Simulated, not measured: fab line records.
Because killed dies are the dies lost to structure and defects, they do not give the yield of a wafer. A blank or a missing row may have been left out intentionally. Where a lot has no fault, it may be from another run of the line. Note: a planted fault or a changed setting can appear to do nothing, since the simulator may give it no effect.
Which tool is to blame? | flow nand-harc | Sampling: 12 lots, 36 wafers, 6 of 1302 route steps

== WHAT THE GAUGES READ, wafer by wafer ==
NHARC_A_CONTACT_OVL_MEAS_09. Usual: overlay-x-nm -0.2 nm, standard deviation 0.9; overlay-y-nm -0.1 nm, standard deviation 0.84.
lot  | measured     | on         | overlay-x-nm (nm) | overlay-y-nm (nm) | flag
L117 | day 22 11:52 | overlay-01 | -1.5 -1.2 -1.6    | -0.1 -0.7 -0.5    |
L119 | day 22 17:36 | overlay-01 | 0.5 -0.2 -0.2     | -0.8 -1.0 -0.8    |
L121 | day 23 18:29 | overlay-02 | -0.1 -0.1 -0.3    | 0.4 0.0 -0.2      |
L123 | day 24 18:32 | overlay-02 | -0.4 -0.1 0.4     | -0.4 -0.3 -0.4    |
L122 | day 24 20:16 | overlay-02 | 0.4 0.3 0.0       | 0.2 -0.3 0.1      |
L126 | day 26 06:28 | overlay-01 | -0.2 -0.6 -0.5    | 0.4 0.1 -0.4      |
L129 | day 27 14:57 | overlay-01 | -1.8 -1.9 -1.1    | -1.3 -0.7 -0.1    |
L136 | day 30 09:56 | overlay-02 | 0.6 0.2 0.6       | -0.5 -1.1 -1.2    |
L137 | day 30 14:13 | overlay-01 | 0.2 1.0 0.0       | 1.1 1.3 1.2       |
L138 | day 31 02:14 | overlay-02 | 0.4 0.3 0.7       | -0.7 -0.6 -1.1    |
L139 | day 31 06:37 | overlay-02 | -0.1 -0.6 0.0     | 1.6 0.7 1.1       |
L140 | day 31 15:05 | overlay-01 | 2.8 2.0 2.2       | -0.2 -0.5 0.0     |

NHARC_A_CONTACT_INSPECT_10. Usual: raw-defect-count at 78, with a standard deviation of 32.
lot  | measured     | on                | raw-defect-count | flag
L117 | day 22 11:55 | defect-inspect-02 | 98 92 112        |
L119 | day 22 17:38 | defect-inspect-01 | 20 22 23         |
L121 | day 23 18:31 | defect-inspect-02 | 130 104 90       |
L123 | day 24 18:34 | defect-inspect-01 | 76 76 75         |
L122 | day 24 20:17 | defect-inspect-02 | 68 52 62         |
L126 | day 26 06:30 | defect-inspect-02 | 541 566 519      | OFF
L129 | day 27 14:59 | defect-inspect-01 | 523 518 516      | OFF
L136 | day 30 09:58 | defect-inspect-01 | 47 40 37         |
L137 | day 30 14:15 | defect-inspect-01 | 65 83 66         |
L138 | day 31 02:16 | defect-inspect-02 | 39 31 30         |
L139 | day 31 06:39 | defect-inspect-02 | 109 95 105       |
L140 | day 31 15:07 | defect-inspect-02 | 65 60 66         |

NHARC_END_SORT_01. Usual: killed-at-array 52, standard deviation 17; killed-at-other 0.8, standard deviation 1.1; killed-at-periphery 3.2, standard deviation 2.2; killed-dies 57, standard deviation 17; killed-open 3.4, standard deviation 1.8; killed-short 2.4, standard deviation 1.6.
lot  | measured     | on        | killed-at-array | killed-at-other | killed-at-periphery | killed-dies | killed-open | killed-short | flag
L126 | day 28 08:31 | prober-01 | 144 148 142     | 1 1 2           | 0 2 1               | 145 151 145 | 2 4 4       | 0 2 2        | OFF
L129 | day 29 16:45 | prober-02 | 144 131 120     | 1 2 0           | 3 1 2               | 148 134 122 | 3 1 3       | 3 3 2        | OFF

== WHICH TOOL RAN EACH LOT (tool, then ch and the chambers of the sampled wafers, then the start) ==
lot  | NHARC_A_CONTACT_ETCH_97                       | NHARC_A_CONTACT_DEP_85          | NHARC_A_CONTACT_ETCH_134
L117 | rie-diel-04 ch 0,1,3, day 22 11:04 or earlier | pecvd-03 ch 0,1,2, day 22 11:04 | har-cap-etch-01 ch 0,1, day 22 13:13
L119 | rie-diel-01 ch 2,3, day 22 16:55 or earlier   | pecvd-03 ch 1,2, day 22 16:55   | har-cap-etch-01 ch 0,1, day 22 18:55
L121 | rie-diel-05 ch 0,1, day 23 17:50 or earlier   | pecvd-02 ch 0,1,2, day 23 17:50 | har-cap-etch-02 ch 0,1, day 23 19:43
L123 | rie-diel-04 ch 1,2,3, day 24 17:43 or earlier | pecvd-02 ch 0,1, day 24 17:43   | har-cap-etch-02 ch 0,1, day 24 19:46
L122 | rie-diel-05 ch 0,2,3, day 24 19:31 or earlier | pecvd-04 ch 0,1,2, day 24 19:31 | har-cap-etch-01 ch 0,1, day 24 21:35
L126 | rie-diel-05 ch 2,3, day 26 05:50 or earlier   | pecvd-02 ch 0,2, day 26 05:50   | har-cap-etch-01 ch 0,1, day 26 07:47
L129 | rie-diel-04 ch 0,1,3, day 27 14:08 or earlier | pecvd-02 ch 1,2, day 27 14:08   | har-cap-etch-01 ch 0,1, day 27 16:13
L136 | rie-diel-01 ch 0,2,3, day 30 09:14 or earlier | pecvd-04 ch 1,2, day 30 09:14   | har-cap-etch-01 ch 0,1, day 30 11:17
L137 | rie-diel-05 ch 0,1,3, day 30 13:27 or earlier | pecvd-02 ch 0,1, day 30 13:27   | har-cap-etch-03 ch 0,1, day 30 15:30
L138 | rie-diel-05 ch 0,2, day 31 01:37 or earlier   | pecvd-02 ch 1,2, day 31 01:37   | har-cap-etch-01 ch 0,1, day 31 03:29
L139 | rie-diel-05 ch 1,2, day 31 05:50 or earlier   | pecvd-02 ch 0,1, day 31 05:50   | har-cap-etch-01 ch 0,1, day 31 07:54
L140 | rie-diel-05 ch 0,1,2, day 31 14:24 or earlier | pecvd-02 ch 1,2, day 31 14:24   | har-cap-etch-01 ch 0, day 31 16:19
- NHARC_A_CONTACT_ETCH_97: etches the open film in C4F6/O2, target depth 20 nm, time 10 s.
- NHARC_A_CONTACT_DEP_85: deposits SiON, target thk 60 nm.
- NHARC_A_CONTACT_ETCH_134: etches the open film in C4F8/O2/Ar, time 140 s, target depth 700 nm.

== AS READ BY THE TOOLS THEMSELVES (means over the sampled wafers that have a number; for cases with no such wafer, the mark the record gives instead) ==
NHARC_A_CONTACT_ETCH_97. Usual: drypump-motor-current-A 5.7 A, standard deviation 0.46; oes-product-au 0.959 a.u., standard deviation 0.02; rf-vpp-V 548 V, standard deviation 4; showerhead-plenum-p-Torr 3.98 Torr, standard deviation 0.19; throttle-valve-pct 26.903 %, standard deviation 0.0096.
lot  | tool        | drypump-motor-current-A (A) | oes-product-au (a.u.) | rf-vpp-V (V) | showerhead-plenum-p-Torr (Torr) | throttle-valve-pct (%) | flag
L117 | rie-diel-04 | 6.0                         | 0.944                 | 546          | 3.91                            | 26.903                 |
L119 | rie-diel-01 | 6.0                         | 0.959                 | 553          | 4.19                            | 26.907                 |
L121 | rie-diel-05 | 5.7                         | 0.958                 | 547          | 3.97                            | 26.911                 |
L123 | rie-diel-04 | 6.0                         | 0.959                 | 548          | 3.99                            | 26.906                 |
L122 | rie-diel-05 | 5.7                         | 0.942                 | 548          | 3.94                            | 26.895                 |
L126 | rie-diel-05 | 5.6                         | 0.978                 | 546          | 3.88                            | 26.905                 |
L129 | rie-diel-04 | 6.0                         | 0.946                 | 546          | 3.88                            | 26.896                 |
L136 | rie-diel-01 | 5.9                         | 0.943                 | 549          | 4.01                            | 26.903                 |
L137 | rie-diel-05 | 5.5                         | 1.006                 | 551          | 4.07                            | 26.913                 |
L138 | rie-diel-05 | 6.0                         | 0.946                 | 545          | 3.82                            | 26.904                 |
L139 | rie-diel-05 | 5.6                         | 0.948                 | 546          | 3.85                            | 26.906                 |
L140 | rie-diel-05 | 5.7                         | 0.960                 | 547          | 3.90                            | 26.904                 |

NHARC_A_CONTACT_DEP_85. Usual: heater-power-w at 785 W, with a standard deviation of 90.
lot  | tool     | heater-power-w (W) | flag
L117 | pecvd-03 | 837                |
L119 | pecvd-03 | 894                |
L121 | pecvd-02 | 785                |
L123 | pecvd-02 | 866                |
L122 | pecvd-04 | 779                |
L126 | pecvd-02 | 754                |
L129 | pecvd-02 | 754                |
L136 | pecvd-04 | 794                |
L137 | pecvd-02 | 816                |
L138 | pecvd-02 | 808                |
L139 | pecvd-02 | 884                |
L140 | pecvd-02 | 774                |

== THE ANSWER, worked out from the rows above alone ==
Rule: a lot is off if the mean of its wafers that have a number lies more than 3 standard deviations from the usual mean. A lot without any number at a reading at which 4 lots or more have one is off too. Where the step has rows for the other lots, those lots are counted as sound. After the gauges, taken in route order, come the tools' own readings; for these a lot's mean is taken, as printed above. The first step at which some lot is off is used, and at that step the reading that is off furthest; a lot without a number counts as furthest.
Off: L126, L129, at NHARC_A_CONTACT_INSPECT_10 (raw-defect-count).
A tool fits if, at a process step before that reading, it ran every lot that is off, and no sound lot after the first of them. The gauges at NHARC_A_CONTACT_INSPECT_10 aren't tried: what is off there is off at NHARC_END_SORT_01 too, on other tools, and a gauge's error can't cause that. NHARC_A_CONTACT_ETCH_97 gives no start for some lots, so the hours and the order of its lots are those of NHARC_A_CONTACT_DEP_85. Of those tried, none fits.

== WHAT THE SIMULATOR HAD PUT IN ==
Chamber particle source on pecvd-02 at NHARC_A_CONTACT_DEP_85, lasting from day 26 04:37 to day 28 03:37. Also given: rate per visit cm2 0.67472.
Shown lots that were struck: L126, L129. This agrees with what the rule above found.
